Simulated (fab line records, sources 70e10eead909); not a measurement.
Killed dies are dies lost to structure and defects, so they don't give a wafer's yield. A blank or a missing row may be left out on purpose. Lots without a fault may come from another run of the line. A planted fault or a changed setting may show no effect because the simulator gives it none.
Chamber matching | flow nand_harc | NHARC_A_STAIRCASE_ETCHBACK_157 on rie_diel-08: 4 sister chambers
The step etches the open film in CH3F/O2, target depth 90 nm, time 167.14 s. 8 wafers are shown with their chamber, then 9 later ones without.

WAFERS WITH THEIR CHAMBER
wafer  | chamber | showerhead_plenum_p_Torr (Torr) | drypump_motor_current_A (A)
L076.6 | 1       | 2.29                            | 5.7
L079.1 | 1       | 2.28                            | 5.7
L079.5 | 3       | 2.32                            | 5.9
L082.3 | 3       | 2.31                            | 5.9
L082.5 | 2       | 2.44                            | 6.3
L084.2 | 2       | 2.44                            | 6.3
L084.3 | 0       | 2.61                            | 4.9
L084.6 | 0       | 2.61                            | 4.8

WAFERS WITHOUT THEIR CHAMBER
wafer  | showerhead_plenum_p_Torr (Torr) | drypump_motor_current_A (A)
L086.3 | 2.44                            | 6.3
L086.5 | 2.66                            | 5.7
L086.6 | 2.44                            | 6.3
L087.1 | 2.31                            | 5.9
L087.5 | 2.44                            | 6.3
L087.6 | 2.31                            | 5.9
L092.1 | 2.65                            | 5.7
L092.3 | 2.61                            | 4.9
L092.5 | 2.65                            | 5.7

WHICH CHAMBER EACH WENT THROUGH
wafer  | from the rows above | in truth
L086.3 | 2                   | 2
L086.5 | 0                   | 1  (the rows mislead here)
L086.6 | 2                   | 2
L087.1 | 3                   | 3
L087.5 | 2                   | 2
L087.6 | 3                   | 3
L092.1 | 0                   | 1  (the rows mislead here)
L092.3 | 0                   | 0
L092.5 | 0                   | 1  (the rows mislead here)
Placed correctly: 6 of 9. Can't be placed from these rows: 0. Placed wrongly: 3.
How it was worked out, from the rows above alone: a wafer's distance from a chamber is the root of the sum, over the readings, of the square of ((its reading less the chamber's mean) divided by the reading's scatter). The wafer belongs to the nearest chamber; if the next one is less than 2 further off, it can't be placed. A chamber's mean is the mean of its shown wafers. The scatter: the root of (the sum of the squares of (reading less its chamber's mean) over the shown wafers, divided by (wafers less chambers)).
